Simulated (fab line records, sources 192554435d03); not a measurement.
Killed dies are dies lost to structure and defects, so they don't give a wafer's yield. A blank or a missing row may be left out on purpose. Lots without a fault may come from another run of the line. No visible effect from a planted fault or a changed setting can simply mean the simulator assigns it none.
2 desks looking at one fault | flow n5 finfet | numbers are kept per desk, each desk with only its own; the story behind them comes last

## FROM THE METROLOGY DESK
Lot by lot, what the gauges showed, no matter which tool ran the lot: averages of those sampled wafers that carry a number. Any lot whose mean is over 4 standard deviations away from the usual mean is out of limits and marked OUT; that distance is given in the brackets. It has 10 readings; the 7 that lie furthest out on some lot are the ones shown.
Columns: A = DIBL_N at N5_BEOL_M4_RC_MEAS_101, usual 35.9 mV/V; B = DIBL_P at N5_BEOL_M4_RC_MEAS_101, usual 35.9 mV/V; C = IOFF_N at N5_BEOL_M4_RC_MEAS_101, usual 0.155 nA/um; D = IOFF_P at N5_BEOL_M4_RC_MEAS_101, usual 0.201 nA/um; E = ION_P at N5_BEOL_M4_RC_MEAS_101, usual 460 uA/um; F = VT_N at N5_BEOL_M4_RC_MEAS_101, usual 250.0 mV; G = VT_P at N5_BEOL_M4_RC_MEAS_101, usual -251.6 mV
lot  | first seen here | A    | B    | C     | D     | E   | F     | G
L312 | day 9 10:13     | 36.1 | 37.5 | 0.166 | 0.186 | 454 | 249.4 | -254.9
L314 | day 10 08:20    | 37.3 | 37.5 | 0.184 | 0.195 | 452 | 245.6 | -253.3
L320 | day 11 12:13    | 36.7 | 36.6 | 0.182 | 0.246 | 469 | 246.1 | -247.9
L327 | day 13 16:14    | 34.8 | 35.8 | 0.168 | 0.205 | 458 | 246.9 | -249.4
This desk's finding: nothing out of limits on any of the 4 lots.

## AT THE TOOL OWNER'S DESK: litho track-03
The tool's own readings at N5_BEOL_M0_SAQP_COAT_69 (time 60 s, resist thk 90 nm): means of the sampled wafers that have a number, for each lot that ran on this tool. Any lot whose mean is over 4 standard deviations away from the usual mean is out of limits and marked OUT; that distance is given in the brackets.
Columns: A = spin speed rpm at N5_BEOL_M0_SAQP_COAT_69, usual 1500.2 rpm
lot  | first seen here | A
L312 | day 7 05:39     | 1713.2 (+99 or more) OUT
L314 | day 8 01:20     | 1713.6 (+99 or more) OUT
L327 | day 11 04:05    | 1500.2
This desk's finding: out of limits on L312, L314; first on L312, day 7 05:39 (spin speed rpm at N5_BEOL_M0_SAQP_COAT_69). L327 stayed within limits.

## ALL TOGETHER
The tool owner's desk had the chance to raise an alarm at day 7 05:39 on L312, L314.
From the metrology desk's view, nothing was out of limits.
The metrology desk holds a record of L312, L314, inside its limits.
N5_BEOL_M0_SAQP_COAT_69 was run on litho track-03 by each of the lots named.

## WHAT WAS PUT IN BY THE SIMULATOR
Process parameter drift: litho track-03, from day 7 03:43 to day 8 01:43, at N5_BEOL_M0_SAQP_COAT_69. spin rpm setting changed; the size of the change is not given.
Struck lots among those shown: L312, L314.
How many hours passed from the start of the fault until each desk's first out-of-limits reading: the tool owner's desk, 2.
